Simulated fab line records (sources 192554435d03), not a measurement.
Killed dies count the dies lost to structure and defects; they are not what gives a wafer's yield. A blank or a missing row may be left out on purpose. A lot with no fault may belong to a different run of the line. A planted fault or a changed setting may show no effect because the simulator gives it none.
fab line records | flow n5-finfet
record lots=8 | wafers=24 | last-day=18
route steps=1938 shown GATE_CUT@473 MOL_CONTACT_COAG@531 BEOL_M4@1111 PASSIVATION@1936
lots that met no fault: from a run of the same line without faults
start-h: hours from the record's first day to the start of the lot's first wafer shown | wait-h: how many hours have passed since the lot's step before this one | " unchanged from the row above | L1.1+2: a row that stands for several wafers | - no value, or no start given | * or withheld: withheld | < > ~ a bound
route shown NAME@n: names a module that has steps shown in the file, with the first one's number in the route | usual: mean and standard deviation over wafers with no fault | same: alike in all rows | chamber/n: place in a boat | sites: per-site readings | _std_site: the standard deviation of these | _edge_site: outer sites' mean less inner sites' | radius-mm: for every site, how far away it sits from the centre of the wafer | mask NAME#n: copy n | behind: the tool/chamber that last shaped the wafer | hold: why the lot was held/for how many hours/how that ended | device: the n, p or np transistor that did not switch | end of line: the route-end tests of the same wafers | step lacking rows: just its recipe | killed: at the first sort, the dies lost to defects and structure; wafer yield is something else | map: dies across one wafer; x = killed, . = not, _ = none there
set.NAME: the setting as run; set.NAME@STEP: as run at that earlier step | model.NAME: the simulator's own value behind a step, which no gauge read
route steps across a sampled set of lots; one table per step, one row per wafer
services: the hour from which a tool's chamber was out of use, counted from the record's first day as start-h (under 0 if before that day), plus the number of hours and why
## steps
# step N5_GATE_CUT_SAC_CAP_01
# recipe material=SiNx | target-thk-a=240 | temp-c=400 | ald-precursor-family=SiH2I2 | ald-co-reactant=N2/H2-plasma | pulse-time-s=1 | ald-cycles=480 | purge-time-s=2 | co-reactant-purge-time-s=2 | pressure-torr=2
# usual heater-power-w=860/79 | precursor-pulse-height-rel=0.998/0.02
lot.wafer | tool       | chamber | start-h | wait-h | heater-power-w | precursor-pulse-height-rel
L631.3    | ald-sin-03 | 2       | 87.46   | 0.8    | 994            | 1.009
L631.4    | "          | 3       | "       | "      | 842            | 1.042
L631.5    | "          | 0       | 88.55   | 1.9    | 823            | 0.990
L632.2    | ald-sin-03 | 3       | 92.81   | 0.0    | 835            | 0.970
L632.3    | "          | 0       | "       | "      | 827            | 1.012
L632.4    | "          | 1       | "       | "      | 874            | 0.984
L633.3    | ald-sin-04 | 3       | 102.03  | 0.0    | 952            | 0.983
L633.4    | "          | 1       | "       | "      | 821            | 1.024
L633.5    | "          | 2       | 103.11  | 1.1    | 770            | 1.020
L636.1    | ald-sin-04 | 3       | 120.31  | 0.1    | 987            | 1.003
L636.2    | "          | 2       | "       | "      | 774            | 1.039
L636.5    | "          | 1       | 121.40  | 1.1    | 817            | 1.033
L638.1    | ald-sin-04 | 3       | 130.74  | 0.0    | 1015           | 0.984
L638.4    | "          | 0       | "       | "      | 864            | 0.975
L638.5    | "          | 1       | 131.82  | 1.1    | 829            | 0.998
L644.1    | ald-sin-03 | 2       | 165.42  | 0.0    | 983            | 0.974
L644.2    | "          | 1       | "       | "      | 842            | 0.977
L644.5    | "          | 1       | 166.50  | 1.1    | 867            | 0.993
L651.1    | ald-sin-01 | 0       | 210.17  | 0.1    | 869            | 1.004
L651.5    | "          | 0       | 211.26  | 1.2    | 887            | 0.987
L651.6    | "          | 3       | "       | "      | 801            | 1.032
L652.1    | ald-sin-03 | 2       | 213.49  | 0.0    | 1004           | 1.021
L652.2    | "          | 1       | "       | "      | 877            | 0.979
L652.4    | "          | 3       | "       | "      | 850            | 1.008
# step N5_MOL_CONTACT_COAG_ETCH_105
# recipe chemistry=CF4 | target=SiARC | target-depth-a=156 | mask-material=CAR-EUV | time-s=26 | ion-energy-ev=80 | pressure-mtorr=40 | source-w=545 | bias-w=36 | Ar_flow_sccm=100 | cf4-flow-sccm=100 | ends=cleared
# usual drypump-motor-current-A=5.6/0.56 | etch-rf-on-time-s=26.0/0.87 | oes-product-au=0.65/0.075 | rf-vpp-V=184.0/1.2 | showerhead-plenum-p-Torr=2.13/0.076 | throttle-valve-pct=15.58/0.24
lot.wafer | tool        | chamber | start-h | wait-h | drypump-motor-current-A | etch-rf-on-time-s | oes-product-au | rf-hours-counter-h | rf-vpp-V | showerhead-plenum-p-Torr | throttle-valve-pct
L631.3    | rie-diel-05 | 2       | 95.07   | 0.0    | 6.2                     | 25.5              | 0.63           | 167                | 183.1    | 2.06                     | 15.84
L631.4    | "           | 2       | "       | "      | 6.2                     | 25.2              | 0.63           | -                  | 182.4    | 2.06                     | 15.83
L631.5    | "           | 3       | "       | "      | 4.8                     | 25.2              | 0.64           | -                  | 185.4    | 2.23                     | 15.61
L632.2    | rie-diel-03 | 3       | 99.89   | 0.0    | 6.4                     | 25.5              | 0.68           | 98                 | 183.2    | 2.07                     | 15.77
L632.3    | "           | 2       | "       | "      | 4.7                     | 25.7              | 0.60           | 217                | 183.2    | 2.11                     | 15.61
L632.4    | "           | 3       | "       | "      | 6.5                     | 25.5              | 0.68           | -                  | 182.2    | 2.07                     | 15.77
L633.3    | rie-diel-05 | 0       | 109.23  | 0.0    | 5.2                     | 27.2              | 0.61           | 162                | 183.0    | 2.13                     | 15.43
L633.4    | "           | 3       | "       | "      | 4.8                     | 24.8              | 0.64           | 168                | 185.5    | 2.23                     | 15.62
L633.5    | "           | 1       | "       | "      | 5.4                     | 27.0              | 0.62           | -                  | 184.7    | 2.11                     | 15.61
L636.1    | rie-diel-01 | 1       | 127.65  | 0.0    | 5.9                     | 26.0              | 0.63           | 159                | 186.0    | 2.21                     | 15.68
L636.2    | "           | 0       | "       | "      | 6.0                     | 26.4              | 0.60           | 188                | 184.8    | 2.20                     | 15.60
L636.5    | "           | 3       | "       | "      | 5.7                     | 27.3              | 0.55           | -                  | 184.5    | 2.11                     | 15.70
L638.1    | rie-diel-03 | 2       | 138.13  | 0.0    | 4.7                     | 25.5              | 0.60           | 234                | 185.0    | 2.11                     | 15.64
L638.4    | "           | 3       | "       | "      | 6.5                     | 25.2              | 0.66           | -                  | 182.4    | 2.07                     | 15.80
L638.5    | "           | 2       | "       | "      | 4.7                     | 25.6              | 0.60           | -                  | 183.7    | 2.11                     | 15.64
L644.1    | rie-diel-03 | 3       | 172.98  | 0.0    | 6.5                     | 25.4              | 0.66           | 128                | 183.4    | 2.06                     | 15.82
L644.2    | "           | 2       | "       | "      | 4.7                     | 25.7              | 0.59           | 246                | 184.0    | 2.10                     | 15.67
L644.5    | "           | 2       | "       | "      | 4.7                     | 25.6              | 0.59           | -                  | 184.0    | 2.10                     | 15.66
L651.1    | rie-diel-05 | 0       | 217.79  | 0.0    | 5.2                     | 27.5              | 0.58           | 198                | 183.1    | 2.12                     | 15.52
L651.5    | "           | 0       | "       | "      | 5.2                     | 27.2              | 0.59           | -                  | 184.2    | 2.12                     | 15.51
L651.6    | "           | 1       | "       | "      | 5.4                     | 27.4              | 0.60           | -                  | 183.2    | 2.10                     | 15.67
L652.1    | rie-diel-01 | 1       | 221.53  | 0.0    | 5.9                     | 26.1              | 0.60           | 196                | 185.1    | 2.20                     | 15.76
L652.2    | "           | 2       | "       | "      | 5.6                     | 25.0              | 0.77           | 31                 | 185.6    | 2.28                     | 15.26
L652.4    | "           | 3       | "       | "      | 5.7                     | 26.8              | 0.75           | 21                 | 183.4    | 2.10                     | 15.21
# step N5_MOL_CONTACT_COAG_ETCH_110
# recipe chemistry=CF4/O2 | target=Si | target-depth-a=25 | time-s=8 | pressure-mtorr=100 | source-w=200 | bias-w=12 | ion-energy-ev=60 | Ar_flow_sccm=100 | cf4-flow-sccm=100 | O2_flow_sccm=10
# usual drypump-motor-current-A=5.6/0.55 | oes_f_703_au=0.77/0.093 | oes-product-au=0.76/0.088 | rf-vpp-V=126.0/2.7 | showerhead-plenum-p-Torr=2.22/0.078 | throttle-valve-pct=10.75/0.27
# same time-s=8
lot.wafer | tool        | chamber | start-h | wait-h | drypump-motor-current-A | oes_f_703_au | oes-product-au | rf-hours-counter-h | rf-vpp-V | showerhead-plenum-p-Torr | throttle-valve-pct
L631.3    | rie-diel-05 | 2       | 95.30   | 0.0    | 6.2                     | 0.74         | 0.72           | 167                | 123.2    | 2.14                     | 10.95
L631.4    | "           | 2       | "       | "      | 6.2                     | 0.75         | 0.72           | -                  | 122.7    | 2.14                     | 10.96
L631.5    | "           | 3       | "       | "      | 4.8                     | 0.79         | 0.75           | -                  | 127.8    | 2.31                     | 10.78
L632.2    | rie-diel-03 | 3       | 100.11  | 0.0    | 6.4                     | 0.83         | 0.80           | 98                 | 124.9    | 2.15                     | 10.84
L632.3    | "           | 2       | "       | "      | 4.7                     | 0.71         | 0.71           | 217                | 125.6    | 2.20                     | 10.85
L632.4    | "           | 3       | "       | "      | 6.4                     | 0.82         | 0.80           | -                  | 124.2    | 2.15                     | 10.83
L633.3    | rie-diel-05 | 0       | 109.45  | 0.0    | 5.3                     | 0.71         | 0.70           | 162                | 123.3    | 2.22                     | 10.66
L633.4    | "           | 3       | "       | "      | 4.8                     | 0.78         | 0.75           | 168                | 126.6    | 2.31                     | 10.82
L633.5    | "           | 1       | "       | "      | 5.4                     | 0.74         | 0.71           | -                  | 124.8    | 2.19                     | 10.81
L636.1    | rie-diel-01 | 1       | 127.87  | 0.0    | 5.9                     | 0.75         | 0.74           | 160                | 131.2    | 2.30                     | 10.85
L636.2    | "           | 0       | "       | "      | 6.0                     | 0.71         | 0.70           | 188                | 129.9    | 2.28                     | 10.83
L636.5    | "           | 3       | "       | "      | 5.7                     | 0.64         | 0.65           | -                  | 129.4    | 2.19                     | 10.98
L638.1    | rie-diel-03 | 2       | 138.36  | 0.0    | 4.7                     | 0.70         | 0.70           | 234                | 124.5    | 2.19                     | 10.90
L638.4    | "           | 3       | "       | "      | 6.4                     | 0.80         | 0.79           | -                  | 125.1    | 2.15                     | 10.88
L638.5    | "           | 2       | "       | "      | 4.7                     | 0.70         | 0.69           | -                  | 125.0    | 2.19                     | 10.90
L644.1    | rie-diel-03 | 3       | 173.21  | 0.0    | 6.4                     | 0.79         | 0.78           | 128                | 126.1    | 2.14                     | 10.91
L644.2    | "           | 2       | "       | "      | 4.7                     | 0.69         | 0.69           | 246                | 124.8    | 2.18                     | 10.92
L644.5    | "           | 2       | "       | "      | 4.7                     | 0.70         | 0.70           | -                  | 123.8    | 2.19                     | 10.93
L651.1    | rie-diel-05 | 0       | 218.01  | 0.0    | 5.2                     | 0.69         | 0.68           | 199                | 123.4    | 2.20                     | 10.78
L651.5    | "           | 0       | "       | "      | 5.2                     | 0.69         | 0.67           | -                  | 122.7    | 2.20                     | 10.79
L651.6    | "           | 1       | "       | "      | 5.4                     | 0.71         | 0.69           | -                  | 124.2    | 2.18                     | 10.90
L652.1    | rie-diel-01 | 1       | 221.75  | 0.0    | 5.9                     | 0.72         | 0.71           | 196                | 132.0    | 2.28                     | 10.96
L652.2    | "           | 2       | "       | "      | 5.5                     | 0.94         | 0.91           | 31                 | 126.3    | 2.36                     | 10.31
L652.4    | "           | 3       | "       | "      | 5.7                     | 0.85         | 0.86           | 21                 | 129.6    | 2.18                     | 10.31
# step N5_MOL_CONTACT_COAG_THK_MEAS_29
# recipe reads=SiNx_of_GATE_CUT_PECVD_57+SiNx_of_GATE_CUT_SAC_CAP_01
# usual MD_CAP_THK=17.93/0.095
lot.wafer | tool          | chamber | start-h | wait-h | MD_CAP_THK[nm]
L631.3    | film-metro-02 | -       | 102.26  | -      | 17.92
L631.4    | "             | -       | "       | "      | 17.96
L631.5    | "             | -       | "       | "      | 18.10
L632.2    | film-metro-01 | -       | 109.57  | -      | 17.89
L632.3    | "             | -       | "       | "      | 17.94
L632.4    | "             | -       | "       | "      | 17.91
L633.3    | film-metro-02 | -       | 117.63  | -      | 18.00
L633.4    | "             | -       | "       | "      | 17.79
L633.5    | "             | -       | "       | "      | 17.87
L636.1    | film-metro-02 | -       | 135.85  | -      | 18.03
L636.2    | "             | -       | "       | "      | 17.88
L636.5    | "             | -       | "       | "      | 17.81
L638.1    | film-metro-02 | -       | 146.66  | -      | 18.05
L638.4    | "             | -       | "       | "      | 13.81
L638.5    | "             | -       | "       | "      | 17.91
L644.1    | film-metro-01 | -       | 184.24  | -      | 17.82
L644.2    | "             | -       | "       | "      | 18.16
L644.5    | "             | -       | "       | "      | 17.98
L651.1    | film-metro-01 | -       | 227.42  | -      | 18.05
L651.5    | "             | -       | "       | "      | 18.09
L651.6    | "             | -       | "       | "      | 17.83
L652.1    | film-metro-01 | -       | 230.32  | -      | 17.88
L652.2    | "             | -       | "       | "      | 17.95
L652.4    | "             | -       | "       | "      | 17.92
# step N5_MOL_CONTACT_COAG_CD_MEAS_84
# recipe target-cd-nm=25.1 | landing-energy-ev=500 | detector=se-inlens | polarity=opening
# usual cd-nm=25.04/0.23
lot.wafer | tool      | chamber | start-h | wait-h | cd-nm
L631.3    | cd-sem-02 | 0       | 103.14  | -      | 25.15
L631.4    | "         | 0       | "       | "      | 25.15
L631.5    | "         | 0       | "       | "      | 25.50
L632.2    | cd-sem-02 | 0       | 110.53  | -      | 25.29
L632.3    | "         | 0       | "       | "      | 25.40
L632.4    | "         | 0       | "       | "      | 25.10
L633.3    | cd-sem-03 | 0       | 118.51  | -      | 25.14
L633.4    | "         | 0       | "       | "      | 24.76
L633.5    | "         | 0       | "       | "      | 24.98
L636.1    | cd-sem-03 | 0       | 136.86  | -      | 24.96
L636.2    | "         | 0       | "       | "      | 25.38
L636.5    | "         | 0       | "       | "      | 25.33
L638.1    | cd-sem-03 | 0       | 147.66  | -      | 25.19
L638.4    | "         | 0       | "       | "      | 24.92
L638.5    | "         | 0       | "       | "      | 25.04
L644.1    | cd-sem-01 | 0       | 185.45  | -      | 24.83
L644.2    | "         | 0       | "       | "      | 24.86
L644.5    | "         | 0       | "       | "      | 25.05
L651.1    | cd-sem-02 | 0       | 228.85  | -      | 25.16
L651.5    | "         | 0       | "       | "      | 24.86
L651.6    | "         | 0       | "       | "      | 25.26
L652.1    | cd-sem-03 | 0       | 231.32  | -      | 25.12
L652.2    | "         | 0       | "       | "      | 24.79
L652.4    | "         | 0       | "       | "      | 25.53
# step N5_BEOL_M4_RC_MEAS_101
# usual DIBL_N=37.0/2.3 | DIBL_P=37.3/2.8 | IOFF_N=0.17/0.046 | IOFF_P=0.23/0.054 | ION_N=675/14 | ION_P=460/9.3 | SS_N=71.7/0.73 | SS_P=73.6/0.95 | VT_N=249/3.9 | VT_P=-250/3.9
lot.wafer | tool      | chamber | start-h | wait-h | DIBL_N[mV/V] | DIBL_P[mV/V] | IOFF_N[nA/um] | IOFF_P[nA/um] | ION_N[uA/um] | ION_P[uA/um] | SS_N[mV/dec] | SS_P[mV/dec] | VT_N[mV] | VT_P[mV]
L631.3    | prober-02 | 0       | 170.31  | 0.3    | 37.4         | 37.6         | 0.19          | 0.22          | 677          | 457          | 72.1         | 73.7         | 250      | -249
L631.4    | "         | 0       | "       | "      | 36.8         | 37.4         | 0.17          | 0.22          | 667          | 453          | 71.1         | 75.0         | 249      | -251
L631.5    | "         | 0       | "       | "      | 39.6         | 40.9         | 0.25          | 0.29          | 688          | 457          | 72.2         | 76.1         | 245      | -248
L632.2    | prober-02 | 0       | 173.38  | 0.2    | 39.7         | 40.0         | 0.23          | 0.29          | 673          | 460          | 72.5         | 74.6         | 247      | -249
L632.3    | "         | 0       | "       | "      | 36.8         | 37.0         | 0.16          | 0.21          | 670          | 462          | 71.8         | 74.2         | 250      | -252
L632.4    | "         | 0       | "       | "      | 33.8         | 34.2         | 0.13          | 0.18          | 662          | 458          | 71.0         | 72.5         | 250      | -252
L633.3    | prober-02 | 0       | 190.91  | 0.3    | 37.5         | 37.8         | 0.18          | 0.19          | 682          | 454          | 72.0         | 73.1         | 248      | -252
L633.4    | "         | 0       | "       | "      | 36.0         | 36.8         | 0.16          | 0.18          | 676          | 453          | 71.0         | 73.5         | 249      | -254
L633.5    | "         | 0       | "       | "      | 41.5         | 43.3         | 0.27          | 0.28          | 694          | 461          | 73.1         | 75.4         | 244      | -246
L636.1    | prober-02 | 0       | 200.18  | 0.0    | 35.3         | 36.6         | 0.15          | 0.19          | 670          | 458          | 71.4         | 73.1         | 253      | -255
L636.2    | "         | 0       | "       | "      | 38.5         | 39.5         | 0.22          | 0.25          | 703          | 474          | 72.1         | 73.8         | 245      | -251
L636.5    | "         | 0       | "       | "      | 39.3         | 40.8         | 0.23          | 0.27          | 706          | 471          | 72.3         | 74.8         | 248      | -249
L638.1    | prober-01 | 0       | 221.92  | 0.0    | 38.9         | 41.4         | 0.20          | 0.29          | 679          | 467          | 71.3         | 74.8         | 248      | -246
L638.4    | "         | 0       | "       | "      | 37.5         | 38.2         | 0.16          | 0.23          | 682          | 470          | 72.1         | 74.1         | 249      | -250
L638.5    | "         | 0       | "       | "      | 38.8         | 40.7         | 0.21          | 0.28          | 691          | 474          | 72.2         | 74.7         | 248      | -246
L644.1    | prober-01 | 0       | 280.83  | 0.0    | 34.0         | 32.0         | 0.10          | 0.16          | 656          | 456          | 70.8         | 72.3         | 256      | -253
L644.2    | "         | 0       | "       | "      | 40.2         | 40.6         | 0.21          | 0.31          | 663          | 458          | 73.1         | 74.7         | 250      | -247
L644.5    | "         | 0       | "       | "      | 38.4         | 38.3         | 0.18          | 0.26          | 656          | 453          | 73.0         | 74.2         | 247      | -249
L651.1    | prober-01 | 0       | 308.46  | 0.0    | 37.8         | 36.6         | 0.16          | 0.20          | 677          | 459          | 71.3         | 73.3         | 250      | -256
L651.5    | "         | 0       | "       | "      | 38.4         | 36.6         | 0.16          | 0.21          | 656          | 444          | 71.8         | 72.9         | 253      | -252
L651.6    | "         | 0       | "       | "      | 40.4         | 38.7         | 0.22          | 0.24          | 668          | 451          | 72.2         | 73.2         | 247      | -253
L652.1    | prober-02 | 0       | 319.71  | 0.0    | 37.7         | 38.9         | 0.19          | 0.28          | 670          | 460          | 72.9         | 73.9         | 249      | -247
L652.2    | "         | 0       | "       | "      | 40.0         | 40.9         | 0.24          | 0.30          | 696          | 474          | 73.1         | 74.6         | 244      | -245
L652.4    | "         | 0       | "       | "      | 35.8         | 37.0         | 0.15          | 0.23          | 677          | 471          | 71.6         | 73.2         | 250      | -248
# step N5_PASSIVATION_PROBE_49
# usual defect-limited-yield=91.5/1.3 | killed_at_M0_to_M3=36/10 | killed_at_M4_up=13/4.7 | killed-at-contacts=13/6.7 | killed-at-front-end=37/9.7 | killed-at-other=2.6/2.3 | killed-dies=101/15 | killed-open=67/12 | killed-short=32/6.7 | sort_bin_4_leakage=0.0/0.31 | sort_bin_5_function=5.0/0.89 | sort_bin_6_memory=3.2/0.63 | sort_bin_8_speed=0.01/0.03 | sort-n-pass=1079/16 | sort-yield-pct=91.4/1.4
# same gross-dies=1180 | killed-at-back-side=0
lot.wafer | tool      | chamber | start-h | wait-h | defect-limited-yield[%] | killed_at_M0_to_M3 | killed_at_M4_up | killed-at-contacts | killed-at-front-end | killed-at-other | killed-dies | killed-open | killed-short | sort_bin_4_leakage[%] | sort_bin_5_function[%] | sort_bin_6_memory[%] | sort_bin_8_speed[%] | sort-n-pass | sort-yield-pct[%]
L638.1    | prober-01 | -       | 343.90  | 0.0    | 92.8                    | 34                 | 10              | 18                 | 23                  | 0               | 85          | 55          | 29           | 0                     | 4.5                    | 2.4                  | 0.08                | 1095        | 92.8
L638.4    | prober-01 | -       | 344.05  | 0.2    | 57.7                    | 36                 | 12              | 422                | 27                  | 2               | 499         | 57          | 29           | 0                     | 38.4                   | 2.9                  | 0                   | 681         | 57.7
L638.5    | prober-01 | -       | 344.10  | 0.2    | 90.8                    | 44                 | 13              | 25                 | 24                  | 2               | 108         | 76          | 32           | 0                     | 5.0                    | 3.8                  | 0                   | 1072        | 90.8
# killed by level:class
L638.1 MOL_CONTACT_COAG:geometric-particle:open=14 BEOL_M0_SAQP:geometric-particle:short=10 BEOL_M0_SAQP:geometric-particle:open=7 BEOL_M3:geometric-particle:open=6 STI_FIN_REVEAL:geometric-particle:open=4 GATE_CUT:geometric-particle:short=4 MOL_CONTACT_COAG:geometric-particle:short=4 BEOL_M0:geometric-particle:open=4
L638.4 MOL_CONTACT_COAG:area-etch=407 MOL_CONTACT_COAG:geometric-particle:open=13 BEOL_M0_SAQP:geometric-particle:open=10 BEOL_M0_SAQP:geometric-particle:short=8 BEOL_M4:geometric-particle:open=7 GATE_CUT:area-cap=6 DUMMY_GATE:geometric-particle:open=5 BEOL_M3:geometric-particle:open=4
L638.5 MOL_CONTACT_COAG:geometric-particle:open=22 BEOL_M0_SAQP:geometric-particle:open=13 BEOL_M0_SAQP:geometric-particle:short=11 BEOL_M3:geometric-particle:open=11 DUMMY_GATE:geometric-particle:open=4 STARTING-WAFER:geometric-particle:open=4 FIN_SAQP:geometric-particle:short=3 GATE_CUT:geometric-particle:short=3
## services
tool        | chamber | start-h | hours | kind
rie-diel-05 | -       | 71.97   | 0.2   | repair
ald-sin-04  | 1       | 74.84   | 3.9   | repair
rie-diel-01 | 2       | 91.24   | 11.0  | repair
rie-diel-05 | 1       | 93.44   | 4.1   | repair
rie-diel-03 | 1       | 97.59   | -     | clean
rie-diel-03 | 1       | 97.59   | -     | consumable-replace:focus-ring
rie-diel-03 | 1       | 97.59   | 16.3  | scheduled-down
rie-diel-03 | 1       | 97.59   | 16.3  | vent-cycle
ald-sin-04  | -       | 98.41   | 0.5   | repair
rie-diel-03 | 0       | 123.05  | -     | clean
rie-diel-03 | 0       | 123.05  | -     | consumable-replace:focus-ring
rie-diel-03 | 0       | 123.05  | -     | consumable-replace:showerhead
rie-diel-03 | 0       | 123.05  | 20.3  | scheduled-down
rie-diel-03 | 0       | 123.05  | 20.3  | vent-cycle
ald-sin-03  | 2       | 128.68  | 2.9   | repair
ald-sin-04  | -       | 143.80  | 6.1   | pm
ald-sin-01  | 1       | 150.80  | 4.8   | repair
ald-sin-01  | 3       | 162.13  | 2.0   | repair
ald-sin-03  | 3       | 163.57  | 4.5   | repair
ald-sin-01  | -       | 177.72  | 14.0  | pm
rie-diel-03 | 2       | 183.21  | -     | clean
rie-diel-03 | 2       | 183.21  | -     | consumable-replace:focus-ring
rie-diel-03 | 2       | 183.21  | 17.9  | scheduled-down
ald-sin-01  | -       | 193.89  | 14.6  | pm
## key
first-sign step=N5_MOL_CONTACT_COAG_THK_MEAS_29 | reading=MD_CAP_THK | direction=down | sigmas=43 | usual=17.93 | struck=13.81
effect step=N5_PASSIVATION_PROBE_49 | reading=killed-at-contacts | direction=up | sigmas=61 | usual=13 | struck=422
more-kills-born-at N5_MOL_CONTACT_COAG_ETCH_47@rie-diel-01=407
met-at N5_GATE_CUT_SAC_CAP_01
struck-lots L638
struck-wafers L638.4
not-acting-at N5_MOL_CONTACT_COAG_ETCH_105,N5_MOL_CONTACT_COAG_ETCH_110,N5_MOL_CONTACT_COAG_CD_MEAS_84
fault kind=site-profile-drift | tool=ald-sin-04 | chamber=0 | onset-h=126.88 | steps=N5_GATE_CUT_SAC_CAP_01 | basis=fraction | max-abs-drift=0.3774 | slope-share-per-hr=83.867 | site-pattern=0,0,0,0,0,-1,-1,-1,-1
